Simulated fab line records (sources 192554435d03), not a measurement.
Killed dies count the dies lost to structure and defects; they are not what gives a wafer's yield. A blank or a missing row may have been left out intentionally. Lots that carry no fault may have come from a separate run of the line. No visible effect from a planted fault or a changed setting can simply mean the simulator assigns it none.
Split-lot experiment	flow n5_finfet	39 wafers read from 7 lots, route of 1938 steps

== THE SPLIT ==
At N5_DUMMY_GATE_ETCH_42 (etches SiO2 in CHF3/O2, target depth 3.5 nm, time 31 s), the setting bias_w was moved away from the recipe's 12 W on 12 of the 39 wafers read, by -16.7% to +16.7%. For the rest of the wafers, this setting stayed at what the recipe calls for.

The reading is taken at the split's own step.

== THE READING ==
rf_vpp_V, in V, at N5_DUMMY_GATE_ETCH_42 (etches SiO2 in CHF3/O2, target depth 3.5 nm, time 31 s). A value of 41.7 V with a standard deviation of 1.2 V is what fault-free wafers of this fab line usually give.

wafer	tool, chamber at the split	bias_w as run, W	against the recipe	rf_vpp_V, V	against lot-mates on the recipe
L074.1	rie_diel-06, 0	12	recipe	42.9	-
L074.4	rie_diel-06, 1	12	recipe	40.9	-
L074.6	rie_diel-06, 3	12	recipe	40.2	-
L081.1	rie_diel-06, 2	12	recipe	40.3	-
L081.2	rie_diel-06, 3	12	recipe	42.8	-
L081.3	rie_diel-06, 1	14	+16.7%	47.1	+4.8
L081.4	rie_diel-06, 0	12	recipe	43.8	-
L081.5	rie_diel-06, 0	14	+16.7%	46.5	+4.2
L081.6	rie_diel-06, 3	14	+16.7%	47.8	+5.5
L082.1	rie_diel-06, 1	12	recipe	41.9	-
L082.2	rie_diel-06, 0	12	recipe	42.3	-
L082.3	rie_diel-06, 3	12	recipe	41.8	-
L082.4	rie_diel-06, 1	12	recipe	43.1	-
L082.5	rie_diel-06, 0	12	recipe	43.8	-
L082.6	rie_diel-06, 3	12	recipe	42.0	-
L083.1	rie_diel-06, 1	12	recipe	42.8	-
L083.2	rie_diel-06, 0	10	-16.7%	37.5	-4.5
L083.3	rie_diel-06, 3	10	-16.7%	36.8	-5.2
L083.4	rie_diel-06, 0	10	-16.7%	37.9	-4.1
L083.5	rie_diel-06, 1	12	recipe	42.0	-
L083.6	rie_diel-06, 3	12	recipe	41.1	-
L089.1	rie_diel-06, 1	10.89	-9.2%	39.6	-1.8
L089.2	rie_diel-06, 3	10.89	-9.2%	38.9	-2.5
L089.3	rie_diel-06, 2	12	recipe	41.3	-
L089.4	rie_diel-06, 0	12	recipe	43.2	-
L089.5	rie_diel-06, 2	12	recipe	39.6	-
L089.6	rie_diel-06, 1	10.89	-9.2%	39.8	-1.6
L091.1	rie_diel-02, 3	12	recipe	41.4	-
L091.2	rie_diel-02, 0	12	recipe	42.4	-
L091.3	rie_diel-02, 2	10.55	-12.1%	36.2	-5.0
L091.4	rie_diel-02, 1	10.55	-12.1%	37.0	-4.2
L091.5	rie_diel-02, 2	10.55	-12.1%	37.7	-3.5
L091.6	rie_diel-02, 1	12	recipe	39.7	-
L094.1	rie_diel-06, 2	12	recipe	42.1	-
L094.2	rie_diel-06, 3	12	recipe	42.7	-
L094.3	rie_diel-06, 1	12	recipe	41.6	-
L094.4	rie_diel-06, 1	12	recipe	42.2	-
L094.5	rie_diel-06, 2	12	recipe	41.5	-
L094.6	rie_diel-06, 3	12	recipe	42.2	-

THE FIT
A straight line over all 39 wafers: rf_vpp_V changes by +0.311 V for each +1% of bias_w; r = +0.92; the points scatter about the line by 1.1 V.
The same after taking each lot's own level away (the mean of its wafers on the recipe; 39 wafers): +0.287 V for each +1%; r = +0.92; scatter 0.94 V.
That fit puts the effect of the largest move of bias_w on the reading at 4.8 V.
From 41.17 to 42.48 V: that is the span of the lots' own levels, equal to 1.1 times the standard deviation above.
Hence the lot-to-lot level has little effect on the slope; both slopes agree.
Check: +4.8 V against its lot-mates is what the line predicts for one of the wafers moved furthest among these (+16.7%) when that wafer is left out of the fit. It came out at +4.8 V against them.
Tool readings at the split's step, against how far the setting was moved: rf_vpp_V r = +0.92.

== OTHER SPLITS APPLIED TO THESE WAFERS ==
Other splits were also applied to these wafers ahead of the reading. Each is held against what the fit with the lots' levels taken away leaves over:
other split on the same wafers	wafers away from the commonest value	r with rf_vpp_V (lot level and that fit taken away)
N5_WELL_APT_EPI_41 time_s	18	-0.19
N5_FIN_SAQP_ALD_61 temp_c	15	+0.10
N5_DUMMY_GATE_ETCH_32 time_s	18	+0.14

== THE FILE'S OWN FIT ==
rf_vpp_V changes by +0.287 V for each +1% of bias_w, r = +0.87.
